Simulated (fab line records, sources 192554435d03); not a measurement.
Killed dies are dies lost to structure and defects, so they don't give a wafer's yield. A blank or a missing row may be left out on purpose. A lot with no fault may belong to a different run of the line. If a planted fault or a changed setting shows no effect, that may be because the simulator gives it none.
Matching of chambers    flow n5Finfet    rieDiel-02 running N5_MOL_CONTACT_COAG_DESCUM_13: 4 sister chambers
The step chemistry O2, time 7 s. 4 wafers are shown with their chamber, then 10 later ones without.

== WAFERS WITH THEIR CHAMBER ==
wafer   chamber  showerheadPlenumPTorr (Torr)
L075.4  2        2.15
L078.1  1        2.03
L080.2  0        2.24
L080.4  3        2.05

== WAFERS WITHOUT THEIR CHAMBER ==
wafer   showerheadPlenumPTorr (Torr)
L080.5  2.05
L083.2  2.03
L083.4  2.14
L083.6  2.03
L093.1  2.02
L093.3  2.23
L093.4  2.04
L097.2  2.02
L097.4  2.23
L097.5  2.13

== WHICH CHAMBER EACH ONE RAN IN ==
wafer   from the rows above      in truth
L080.5  3                        3
L083.2  1                        1
L083.4  2                        2
L083.6  1                        1
L093.1  1                        1
L093.3  0                        0
L093.4  can't be placed: 3 or 1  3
L097.2  1                        1
L097.4  0                        0
L097.5  2                        2
9 of 10 placed correctly. Cannot be placed on the basis of these rows: 1; the candidates contain the true chamber in 1. Placed wrongly: 0.
How it was worked out, from the rows above alone: a wafer's distance from a chamber is the root of the sum, over the readings, of the square of ((its reading less the chamber's mean) divided by the reading's scatter). The wafer belongs to the nearest chamber; if the next one is less than 2 further off, it can't be placed. A chamber's mean is the mean of its shown wafers. The scatter (one wafer shown for each chamber): square how far every hidden wafer sits from the nearest shown wafer, average those squares and take the square root.
